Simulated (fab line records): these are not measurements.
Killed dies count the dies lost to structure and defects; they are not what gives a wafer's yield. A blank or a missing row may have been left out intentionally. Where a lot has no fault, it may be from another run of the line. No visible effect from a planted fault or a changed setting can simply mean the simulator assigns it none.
fab line records	flow n5-finfet
record: lots: 7	wafers: 21
route steps=1938 shown BEOL_M10@1524 BEOL_M12@1637 BEOL_M14@1716 BEOL_M15@1776 MIM_BOT_LITHO@1858
start-h: hours from the record's first day to the start of the lot's first wafer shown	wait-h: hours elapsed since this lot's preceding step	" repeats the value in the row above	L1.1+2: several wafers, shown together as one row	- either no value or no given start	* or withheld: withheld	< > ~ a bound
route shown NAME@n: names a module that has steps shown in the file, with the first one's number in the route	usual: mean/standard deviation of fault-free wafers	same: alike in all rows	chamber/n: place in a boat	sites: each site's reading	_std_site: standard deviation of those values	_edge_site: inner sites' mean taken away from outer sites' mean	radius-mm: for every site, how far away it sits from the centre of the wafer	mask NAME#n: copy n	behind: the most recent tool/chamber to have shaped the wafer	hold: reason for holding the lot/hours on hold/outcome of the hold	device: transistor that didn't switch, given as n, p or np	end of line: the same wafers' tests at the end of the route	a step without rows: its recipe alone	killed: dies that structure and defects cost at the first sort, which is not the same as the wafer's yield	map: a wafer's dies, x killed, . not, _ none there
set.NAME: the setting as run; set.NAME@STEP: as run at that earlier step	model.NAME: the simulator's own value behind a step, which no gauge read
lots with deliberately changed settings; one table per step, one row per wafer
== steps ==
step: N5_BEOL_M10_ALD_74
recipe: material: TaN	target-thk-a: 20	temp-c: 275	ald-precursor-family: PDMAT	ald-co-reactant: NH3	pressure-torr: 3	carrier-flow-sccm: 1500	pulse-time-s: 2	purge-time-s: 3	co-reactant-purge-time-s: 2	co-reactant-pulse-time-s: 3	ald-cycles: 40	precursor-vessel-temp-c: 75	precursor-vessel-pressure-torr: 26.25	precursor-vessel-carrier-sccm: 1000
lot.wafer	tool	chamber	start-h	wait-h	set.ald-cycles
L074.2	ald-metal-04	3	207.61	0.0	40
L074.4+6	"	2	"	"	42
L077.1+2	ald-metal-02	1,2	231.04	0.0	40
L077.4	"	3	"	"	46
L078.2	ald-metal-01	1	239.88	0.1	37
L078.3+6	"	3,2	"	"	40
L087.1+2+6	ald-metal-04	1,2,3	297.43	0.0	40
L089.4	ald-metal-01	1	304.65	0.1	40
L089.5+6	"	1,0	"	"	45
L091.2+5+6	ald-metal-02	2,2,1	323.32	0.0	40
L090.1+4+6	ald-metal-01	1,0,3	333.97	0.0	43
step: N5_BEOL_M10_SURFACE_TREAT_76
recipe: gas: Ar	time-s: *	ion-energy-ev: *	ion-current-ma-cm2: 0.5	pressure-mtorr: *	ar-flow-sccm: 30
step: N5_BEOL_M10_CVD_75
recipe: material: Co	target-thk-a: 20	temp-c: withheld	precursor: CCTBA/H2	pressure-torr: 30	time-s: 138.9
step: N5_BEOL_M10_ECD_50
recipe: material: Cu	target-thk-a: 3180
step: N5_BEOL_M10_ANNEAL_51
recipe: temp-c: 225	time-s: 90	ambient: N2
step: N5_BEOL_M10_CMP_52
recipe: stop-on: SiCOH_lowk	t-overpolish-s: 7	down-force-psi: 1	platen-rpm: 50	clearing-platen-down-force-psi: 1.5	clearing-platen-rpm: 50	post-cmp-clean: cu-alkaline	target-thk-nm: 140	clearing-platen-pad-velocity-m-s: 0.99484	pad-velocity-m-s: 0.99484
lot.wafer	tool	chamber	start-h	wait-h	set.time-s@BEOL_M10_TRENCH_ETCH_37	model.Cu_of_BEOL_M10_ECD_50.thk-nm
L074.4	cmp-02	2	210.20	0.2	48	137.6
L074.2	"	0	"	"	48	135.4
L074.6	"	1	"	"	48	137
L077.2	cmp-03	3	232.66	0.3	54.06	154.4
L077.1	"	0	"	"	54.06	153.8
L077.4	"	2	"	"	48	134.8
L078.2	cmp-03	1	241.27	0.4	48	138.8
L078.3	"	3	"	"	58.72	170.4
L078.6	"	1	"	"	58.72	165.4
L087.1	cmp-02	1	298.99	0.5	48	138.2
L087.2	"	2	"	"	48	134.2
L087.6	"	2	"	"	48	140.2
L089.4	cmp-02	0	306.22	0.3	48	139.6
L089.6	"	1	"	"	48	136.6
L089.5	"	2	"	"	48	132.6
L091.2	cmp-02	2	325.32	0.3	48	134.4
L091.6	"	0	"	"	48	138.2
L091.5	"	1	"	"	48	134
L090.4	cmp-03	1	335.34	0.1	48	139.6
L090.1	"	3	"	"	38.39	109.2
L090.6	"	2	"	"	48	133.4
step: N5_BEOL_M10_THK_MEAS_53
recipe: thk-meas-gauge: xrf	reads: Cu_of_BEOL_M10_ECD_50
usual: M10_THK: 135/3.2
lot.wafer	tool	chamber	start-h	wait-h	set.time-s@BEOL_M10_TRENCH_ETCH_37	M10_THK[nm]
L074.2	film-metro-02	-	210.45	-	48	135
L074.4	"	-	"	"	48	137
L074.6	"	-	"	"	48	137
L077.1	film-metro-01	-	232.96	-	54.06	151
L077.2	"	-	"	"	54.06	152
L077.4	"	-	"	"	48	133
L078.2	film-metro-01	-	241.53	-	48	137
L078.3	"	-	"	"	58.72	168
L078.6	"	-	"	"	58.72	163
L087.1	film-metro-02	-	299.29	-	48	137
L087.2	"	-	"	"	48	132
L087.6	"	-	"	"	48	139
L089.4	film-metro-01	-	306.40	-	48	136
L089.5	"	-	"	"	48	129
L089.6	"	-	"	"	48	134
L091.2	film-metro-02	-	325.54	-	48	134
L091.5	"	-	"	"	48	134
L091.6	"	-	"	"	48	138
L090.1	film-metro-01	-	335.63	-	38.39	109
L090.4	"	-	"	"	48	138
L090.6	"	-	"	"	48	132
step: N5_BEOL_M10_PRE_CLEAN_55
recipe: gas: NH3	time-s: 15	temp-c: withheld	rf-power-w: 300
step: N5_BEOL_M10_DEP_56
recipe: material: SiCN	target-thk-a: 150	temp-c: withheld	precursor: 3MS/NH3	pressure-torr: 3	rf-w: 202	time-s: 26.5
step: N5_BEOL_M10_RS_MEAS_57
recipe: thk-meas-gauge: four-point-probe	reads: Cu_of_BEOL_M10_ECD_50+Co_of_BEOL_M10_CVD_75+TaN_of_BEOL_M10_ALD_74
usual: M10_RS: 0.155/0.0042
lot.wafer	tool	chamber	start-h	wait-h	set.time-s@BEOL_M10_TRENCH_ETCH_37	M10_RS[ohm/sq]
L074.2	film-metro-01	-	210.59	0.1	48	0.156
L074.4	"	-	"	"	48	0.154
L074.6	"	-	"	"	48	0.155
L077.1	film-metro-02	-	233.10	0.1	54.06	0.136
L077.2	"	-	"	"	54.06	0.136
L077.4	"	-	"	"	48	0.158
L078.2	film-metro-01	-	241.67	0.1	48	0.152
L078.3	"	-	"	"	58.72	0.122
L078.6	"	-	"	"	58.72	0.126
L087.1	film-metro-02	-	299.42	0.1	48	0.153
L087.2	"	-	"	"	48	0.158
L087.6	"	-	"	"	48	0.151
L089.4	film-metro-01	-	306.53	0.0	48	0.151
L089.5	"	-	"	"	48	0.160
L089.6	"	-	"	"	48	0.155
L091.2	film-metro-01	-	325.67	0.1	48	0.158
L091.5	"	-	"	"	48	0.159
L091.6	"	-	"	"	48	0.153
L090.1	film-metro-02	-	335.77	0.1	38.39	0.200
L090.4	"	-	"	"	48	0.152
L090.6	"	-	"	"	48	0.160
step: N5_BEOL_M12_ETCH_68
recipe: chemistry: N2/H2	target: SOC	mask-material: SiARC	source-w: 3000	bias-w: 350	temp-c: 40	time-s: 285	ion-energy-ev: 200	pressure-mtorr: 30	n2-flow-sccm: 200	h2-flow-sccm: 200
lot.wafer	tool	chamber	start-h	wait-h	set.time-s	model.SiARC_of_BEOL_M12_COAT_66.thk-nm
L074.2+4	rie-diel-04	3,0	219.31	0.1	285	85
L074.6	"	2	"	"	302.5	84
L077.1	rie-diel-02	0	242.96	0.1	301	86.2
L077.2	"	1	"	"	301	84.4
L077.4	"	3	"	"	301	85.4
L078.2	rie-diel-05	2	256.72	0.1	285	86.4
L078.3	"	0	"	"	254	88.4
L078.6	"	2	"	"	254	89.2
L087.1+6	rie-diel-05	1,2	307.60	0.1	285	85.6
L087.2	"	2	"	"	285	85.4
L089.4	rie-diel-05	1	317.72	0.1	285	86.2
L089.5	"	2	"	"	285	85.8
L089.6	"	3	"	"	333.8	81.4
L091.2	rie-diel-02	3	334.48	0.1	302	84.2
L091.5	"	0	"	"	285	85.6
L091.6	"	3	"	"	302	84.8
L090.1	rie-diel-02	3	345.29	0.1	257.1	88.2
L090.4	"	2	"	"	257.1	88
L090.6	"	2	"	"	285	85.8
step: N5_BEOL_M14_ILD_DEP_00
recipe: material: SiO2	target-thk-a: 11193	temp-c: 400	precursor: TEOS/O2	pressure-torr: 6.5	rf-w: 900	teos-flow-sccm: 161.4	gas: O2	flow-sccm: 2650	time-s: 237.4
lot.wafer	tool	chamber	start-h	wait-h	set.time-s	model.SiO2_of_BEOL_M14_ILD_DEP_00.thk-nm
L074.2	pecvd-03	2	233.52	0.0	214	1007
L074.4	"	1	"	"	237.4	1130
L074.6	"	2	"	"	237.4	1137
L077.1	pecvd-03	0	260.70	0.0	214.4	1004
L077.2	"	1	"	"	237.4	1105
L077.4	"	2	"	"	214.4	1061
L078.2	pecvd-04	0	269.02	0.0	237.4	1133
L078.3	"	0	"	"	237.4	1139
L078.6	"	1	"	"	237.4	1110
L087.1	pecvd-04	1	318.86	0.0	237.4	1091
L087.2	"	0	"	"	237.4	1126
L087.6	"	1	"	"	237.4	1117
L089.4	pecvd-04	0	333.12	0.1	212.8	1019
L089.5	"	2	"	"	237.4	1128
L089.6	"	1	"	"	212.8	989
L091.2	pecvd-01	1	345.21	0.0	217.6	1056
L091.5	"	2	"	"	237.4	1148
L091.6	"	1	"	"	237.4	1175
L090.1	pecvd-03	2	358.61	0.0	268.2	1298
L090.4	"	2	"	"	268.2	1312
L090.6	"	0	"	"	237.4	1168
step: N5_BEOL_M14_THK_MEAS_01
recipe: reads: SiO2_of_BEOL_M14_ILD_DEP_00
usual: M14_ILD_THK: 1127/18
lot.wafer	tool	chamber	start-h	wait-h	set.time-s@BEOL_M14_ILD_DEP_00	M14_ILD_THK[nm]
L074.2	film-metro-01	-	233.71	0.1	214	1007
L074.4	"	-	"	"	237.4	1129
L074.6	"	-	"	"	237.4	1136
L077.1	film-metro-02	-	260.89	0.1	214.4	1005
L077.2	"	-	"	"	237.4	1106
L077.4	"	-	"	"	214.4	1061
L078.2	film-metro-01	-	269.29	0.2	237.4	1133
L078.3	"	-	"	"	237.4	1139
L078.6	"	-	"	"	237.4	1111
L087.1	film-metro-02	-	319.05	0.1	237.4	1090
L087.2	"	-	"	"	237.4	1125
L087.6	"	-	"	"	237.4	1117
L089.4	film-metro-02	-	333.24	0.0	212.8	1019
L089.5	"	-	"	"	237.4	1127
L089.6	"	-	"	"	212.8	989
L091.2	film-metro-01	-	345.40	0.1	217.6	1056
L091.5	"	-	"	"	237.4	1148
L091.6	"	-	"	"	237.4	1174
L090.1	film-metro-02	-	358.81	0.1	268.2	1298
L090.4	"	-	"	"	268.2	1313
L090.6	"	-	"	"	237.4	1169
step: N5_BEOL_M14_PEB_08
recipe: peb-temp-c: 130	peb-time-s: 90
lot.wafer	tool	chamber	start-h	wait-h	set.peb-temp-c
L074.2+6	litho-track-05	0	234.03	0.0	130
L074.4	"	0	"	"	133.5
L077.1+2	litho-track-05	0	261.21	0.1	130
L077.4	"	0	"	"	128
L078.2+6	litho-track-03	0	269.48	0.0	133.4
L078.3	"	0	"	"	130
L087.1+2+6	litho-track-05	0	319.37	0.1	130
L089.4+5	litho-track-03	0	333.43	0.0	130
L089.6	"	0	"	"	126.6
L091.2+5	litho-track-05	0	345.59	0.0	128.7
L091.6	"	0	"	"	130
L090.1+6	litho-track-05	0	359.12	0.1	130
L090.4	"	0	"	"	132.8
step: N5_BEOL_M14_DEVELOP_09
recipe: develop-time-s: 45	rinse-liquid: diw	dry: air-spin	dev-temp-c: 21
step: N5_BEOL_M14_HARDBAKE_14
recipe: temp-c: 130	time-s: 120
step: N5_BEOL_M14_CD_MEAS_10
recipe: target-cd-nm: 250	landing-energy-ev: 500	detector: se-inlens	polarity: opening
usual: cd-nm: 250.4/2.8
lot.wafer	tool	chamber	start-h	wait-h	set.peb-temp-c@BEOL_M14_PEB_08	cd-nm
L074.2	cd-sem-01	0	234.15	-	130	250.7
L074.4	"	0	"	"	133.5	264.7
L074.6	"	0	"	"	130	251.5
L077.1	cd-sem-03	0	261.33	-	130	252.8
L077.2	"	0	"	"	130	249.4
L077.4	"	0	"	"	128	241.4
L078.2	cd-sem-01	0	269.59	-	133.4	266.2
L078.3	"	0	"	"	130	255.7
L078.6	"	0	"	"	133.4	267.3
L087.1	cd-sem-01	0	319.48	-	130	253.2
L087.2	"	0	"	"	130	250.0
L087.6	"	0	"	"	130	254.1
L089.4	cd-sem-01	0	333.55	-	130	250.1
L089.5	"	0	"	"	130	252.7
L089.6	"	0	"	"	126.6	235.1
L091.2	cd-sem-01	0	345.71	-	128.7	240.7
L091.5	"	0	"	"	128.7	242.0
L091.6	"	0	"	"	130	254.1
L090.1	cd-sem-03	0	359.24	-	130	252.5
L090.4	"	0	"	"	132.8	264.6
L090.6	"	0	"	"	130	255.1
step: N5_BEOL_M14_DESCUM_15
recipe: chemistry: O2	time-s: 7.9	source-power-w: 50	bias-power-w: 20	pressure-mtorr: 20	rf-frequency-hz: 2.712e+07	temp-c: 40	o2-flow-sccm: 225
step: N5_BEOL_M14_ETCH_59
recipe: chemistry: N2/H2	target: BARC	target-depth-a: 890	overetch-a: 267	time-s: 67.9	ion-energy-ev: 200	pressure-mtorr: 30	source-w: 840	bias-w: 150	n2-flow-sccm: 200	h2-flow-sccm: 200
step: N5_BEOL_M14_VIA_ETCH_16
recipe: chemistry: C4F8/O2/Ar	target: SiO2	he-inner-torr: 15	he-outer-torr: 30	target-depth-a: 12313	time-s: withheld	ion-energy-ev: 800	pressure-mtorr: 20	source-w: 1905	bias-w: 2040	Ar_flow_sccm: 400	C4F8_flow_sccm: 16	O2_flow_sccm: 12	ends: cleared
lot.wafer	tool	chamber	start-h	wait-h	set.time-s@BEOL_M14_ILD_DEP_00	model.etch.depth-nm	model.coat_of_BEOL_M14_COAT_04.thk-nm
L074.2	rie-diel-04	3	234.32	0.0	*	1007	487.2
L074.4	"	3	"	"	*	1130	461
L074.6	"	2	"	"	*	1137	454.2
L077.1	rie-diel-05	2	261.99	0.0	*	1004	492.2
L077.2	"	0	"	"	*	1105	457
L077.4	"	1	"	"	*	1061	467.2
L078.2	rie-diel-02	3	269.77	0.0	*	1133	455
L078.3	"	1	"	"	*	1139	454.8
L078.6	"	2	"	"	*	1110	459.6
L087.1	rie-diel-05	3	319.80	0.0	*	1091	460.4
L087.2	"	2	"	"	*	1126	467
L087.6	"	3	"	"	*	1117	453.8
L089.4	rie-diel-02	3	334.02	0.0	*	1019	477.2
L089.5	"	1	"	"	*	1128	455.8
L089.6	"	2	"	"	*	989.1	486.4
L091.2	rie-diel-05	2	345.88	0.0	*	1056	481.4
L091.5	"	1	"	"	*	1148	451.2
L091.6	"	2	"	"	*	1175	453.6
L090.1	rie-diel-04	2	359.41	0.0	*	1298	412
L090.4	"	0	"	"	*	1312	412
L090.6	"	1	"	"	*	1168	435.6
step: N5_BEOL_M14_STRIP_63
recipe: chemistry: O2	power-w: 600	temp-c: 60	pressure-mtorr: 30	rf-frequency-hz: 6e+07	bias-power-w: 0	overash-fraction: 0.3	o2-flow-sccm: 225
step: N5_BEOL_M14_STRIP_64
recipe: chemistry: O2	power-w: 600	temp-c: 60	pressure-mtorr: 30	rf-frequency-hz: 6e+07	bias-power-w: 0	overash-fraction: 0.3	o2-flow-sccm: 225
step: N5_BEOL_M14_STRIP_71
recipe: chemistry: post-etch-residue-remover	time-s: 60	temp-c: 25	remover-ph: withheld	remover-water-wt-pct: withheld	remover-fluoride-wt-pct: withheld
step: N5_BEOL_M14_SRD_72
recipe: time-s: 30	temp-c: 23	rinse-liquid: diw	dry: n2-spin	spin-rpm: 1500	dry-time-s: 30
step: N5_BEOL_M14_CD_MEAS_17
recipe: target-cd-nm: 250	polarity: opening
usual: cd-nm: 251/3.1
lot.wafer	tool	chamber	start-h	wait-h	set.peb-temp-c@BEOL_M14_PEB_08	cd-nm
L074.2	cd-sem-02	-	234.67	0.0	130	250
L074.4	"	-	"	"	133.5	266
L074.6	"	-	"	"	130	254
L077.1	cd-sem-03	-	262.52	0.0	130	250
L077.2	"	-	"	"	130	249
L077.4	"	-	"	"	128	243
L078.2	cd-sem-02	-	270.15	0.0	133.4	266
L078.3	"	-	"	"	130	253
L078.6	"	-	"	"	133.4	267
L087.1	cd-sem-03	-	320.15	0.0	130	255
L087.2	"	-	"	"	130	250
L087.6	"	-	"	"	130	256
L089.4	cd-sem-01	-	334.39	0.0	130	251
L089.5	"	-	"	"	130	251
L089.6	"	-	"	"	126.6	233
L091.2	cd-sem-03	-	346.23	0.0	128.7	239
L091.5	"	-	"	"	128.7	244
L091.6	"	-	"	"	130	253
L090.1	cd-sem-01	-	359.76	0.0	130	256
L090.4	"	-	"	"	132.8	268
L090.6	"	-	"	"	130	256
step: N5_BEOL_M15_COAT_04
recipe: spin-rpm: 1704	resist-thk-nm: 800
lot.wafer	tool	chamber	start-h	wait-h	set.spin-rpm	model.coat_of_BEOL_M15_COAT_04.thk-nm
L074.2	litho-track-01	0	-	-	1811	775.4
L074.4	"	0	"	"	1704	799
L074.6	"	0	"	"	1811	777.2
L077.1	litho-track-04	0	-	-	1704	798.6
L077.2	"	0	"	"	1758	785
L077.4	"	0	"	"	1704	799.6
L078.2	litho-track-01	0	-	-	1834	769.8
L078.3	"	0	"	"	1704	800.8
L078.6	"	0	"	"	1704	799
L087.1	litho-track-05	0	-	-	1704	797.6
L087.2	"	0	"	"	1704	796.8
L087.6	"	0	"	"	1704	798.2
L089.4	litho-track-01	0	-	-	1704	800.6
L089.5	"	0	"	"	1776	780.8
L089.6	"	0	"	"	1704	798.8
L091.2	litho-track-05	0	-	-	1652	811
L091.5	"	0	"	"	1704	797
L091.6	"	0	"	"	1652	812.4
L090.1	litho-track-01	0	-	-	1704	795.6
L090.4	"	0	"	"	1821	772
L090.6	"	0	"	"	1704	798.2
step: N5_BEOL_M15_EBR_06
recipe: solvent: PGMEA	ebr-width-mm: 1.5
step: N5_BEOL_M15_SOFTBAKE_05
recipe: temp-c: 130	time-s: 60
step: N5_BEOL_M15_DESCUM_15
recipe: chemistry: O2	time-s: 7.9	source-power-w: 50	bias-power-w: 20	pressure-mtorr: 20	rf-frequency-hz: 2.712e+07	temp-c: 40	o2-flow-sccm: 225
step: N5_BEOL_M15_ETCH_59
recipe: chemistry: N2/H2	target: BARC	target-depth-a: 890	overetch-a: 267	time-s: 67.9	ion-energy-ev: 200	pressure-mtorr: 30	source-w: 840	bias-w: 150	n2-flow-sccm: 200	h2-flow-sccm: 200
lot.wafer	tool	chamber	start-h	wait-h	set.spin-rpm@BEOL_M15_COAT_04	model.coat_of_BEOL_M15_COAT_04.thk-nm
L074.2	rie-diel-06	1	240.75	0.0	1811	694.8
L074.4	"	3	"	"	1704	714.4
L074.6	"	3	"	"	1811	692.2
L077.1	rie-diel-01	3	268.86	0.0	1704	717.2
L077.2	"	2	"	"	1758	704.8
L077.4	"	1	"	"	1704	715.8
L078.2	rie-diel-01	3	275.83	0.0	1834	687.6
L078.3	"	2	"	"	1704	720
L078.6	"	1	"	"	1704	714.4
L087.1	rie-diel-01	0	326.33	0.0	1704	715
L087.2	"	2	"	"	1704	716.4
L087.6	"	0	"	"	1704	715.4
L089.4	rie-diel-03	1	342.04	0.0	1704	717.8
L089.5	"	3	"	"	1776	696.6
L089.6	"	0	"	"	1704	718.2
L091.2	rie-diel-01	0	350.65	0.0	1652	728.2
L091.5	"	0	"	"	1704	714.8
L091.6	"	1	"	"	1652	729
L090.1	rie-diel-06	1	366.27	0.0	1704	714.8
L090.4	"	0	"	"	1821	686.2
L090.6	"	1	"	"	1704	717.2
step: N5_BEOL_M15_VIA_ETCH_16
recipe: chemistry: C4F8/O2/Ar	target: SiO2	he-inner-torr: 15	he-outer-torr: 30	target-depth-a: 17922	time-s: withheld	ion-energy-ev: 800	pressure-mtorr: 20	source-w: 1905	bias-w: 2040	Ar_flow_sccm: 400	C4F8_flow_sccm: 16	O2_flow_sccm: 12	ends: cleared
lot.wafer	tool	chamber	start-h	wait-h	set.spin-rpm@BEOL_M15_COAT_04	model.coat_of_BEOL_M15_COAT_04.thk-nm
L074.2	rie-diel-06	1	240.80	0.0	1811	326
L074.4	"	3	"	"	1704	331.2
L074.6	"	3	"	"	1811	303.8
L077.1	rie-diel-01	3	268.91	0.0	1704	334.2
L077.2	"	2	"	"	1758	310.8
L077.4	"	1	"	"	1704	337.4
L078.2	rie-diel-01	3	275.88	0.0	1834	307.6
L078.3	"	2	"	"	1704	330
L078.6	"	1	"	"	1704	335.4
L087.1	rie-diel-01	0	326.38	0.0	1704	339.4
L087.2	"	2	"	"	1704	333.8
L087.6	"	0	"	"	1704	333.6
L089.4	rie-diel-03	1	342.09	0.0	1704	342
L089.5	"	3	"	"	1776	307.8
L089.6	"	0	"	"	1704	322.4
L091.2	rie-diel-01	0	350.70	0.0	1652	341
L091.5	"	0	"	"	1704	324.2
L091.6	"	1	"	"	1652	348.8
L090.1	rie-diel-06	1	366.32	0.0	1704	344.2
L090.4	"	0	"	"	1821	301
L090.6	"	1	"	"	1704	340.2
step: N5_MIM_BOT_LITHO_EXPOSE_05
recipe: mask-id: MIM_BOT	na: 0.55	source-shape: conventional	sigma-outer: 0.8	polarization: unpolarized	dose-mj: 24.25
lot.wafer	tool	chamber	start-h	wait-h	mask	set.dose-mj
L074.2+4+6	krf-scanner-01	0	252.13	-	MIM_BOT#0	24.25
L077.1	krf-scanner-01	0	277.71	-	MIM_BOT#0	24.25
L077.2+4	"	0	"	"	MIM_BOT#0	22.63
L078.2+3	krf-scanner-01	0	284.39	-	MIM_BOT#0	23.72
L078.6	"	0	"	"	MIM_BOT#0	24.25
L087.1+2+6	krf-scanner-02	0	339.93	-	MIM_BOT#0	24.25
L089.4+6	krf-scanner-02	0	354.05	-	MIM_BOT#0	24.85
L089.5	"	0	"	"	MIM_BOT#0	24.25
L091.2	krf-scanner-01	0	359.39	-	MIM_BOT#0	24.25
L091.5+6	"	0	"	"	MIM_BOT#0	24.83
L090.1	krf-scanner-02	0	376.15	-	MIM_BOT#0	23.1
L090.4+6	"	0	"	"	MIM_BOT#0	24.25
== key ==
split: step: N5_BEOL_M10_ALD_74	setting: ald-cycles	stated: 40	by: wafer
response none clear
split: step: N5_BEOL_M12_ETCH_68	setting: time-s	stated: 285	by: wafer
response: step: N5_BEOL_M12_ETCH_68	reading: model.SiARC_of_BEOL_M12_COAT_66.thk-nm	change: -0.241	per: 1%	r: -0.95
split: step: N5_BEOL_M14_ILD_DEP_00	setting: time-s	stated: 237.4	by: wafer
response: step: N5_BEOL_M14_ILD_DEP_00	reading: model.SiO2_of_BEOL_M14_ILD_DEP_00.thk-nm	change: +11	per: 1%	r: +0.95
response: step: N5_BEOL_M14_THK_MEAS_01	reading: M14_ILD_THK	change: +11	per: 1%	r: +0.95
response: step: N5_BEOL_M14_VIA_ETCH_16	reading: model.etch.depth-nm	change: +11	per: 1%	r: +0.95
response: step: N5_BEOL_M14_VIA_ETCH_16	reading: model.coat_of_BEOL_M14_COAT_04.thk-nm	change: -2.48	per: 1%	r: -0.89
split: step: N5_BEOL_M14_PEB_08	setting: peb-temp-c	stated: 130	by: wafer
response: step: N5_BEOL_M14_CD_MEAS_10	reading: cd-nm	change: +5.5	per: 1%	r: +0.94
response: step: N5_BEOL_M14_CD_MEAS_17	reading: cd-nm	change: +5.73	per: 1%	r: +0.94
split: step: N5_BEOL_M15_COAT_04	setting: spin-rpm	stated: 1704	by: wafer
response: step: N5_BEOL_M15_COAT_04	reading: model.coat_of_BEOL_M15_COAT_04.thk-nm	change: -3.92	per: 1%	r: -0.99
response: step: N5_BEOL_M15_ETCH_59	reading: model.coat_of_BEOL_M15_COAT_04.thk-nm	change: -4.02	per: 1%	r: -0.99
response: step: N5_BEOL_M15_VIA_ETCH_16	reading: model.coat_of_BEOL_M15_COAT_04.thk-nm	change: -4.52	per: 1%	r: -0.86
split: step: N5_MIM_BOT_LITHO_EXPOSE_05	setting: dose-mj	stated: 24.25	by: wafer
response none in this file
split outside-this-file step=N5_BEOL_M10_TRENCH_ETCH_37 setting=time-s
split outside-this-file: this setting was split too, and the file shows its column; the key of that split is in another file
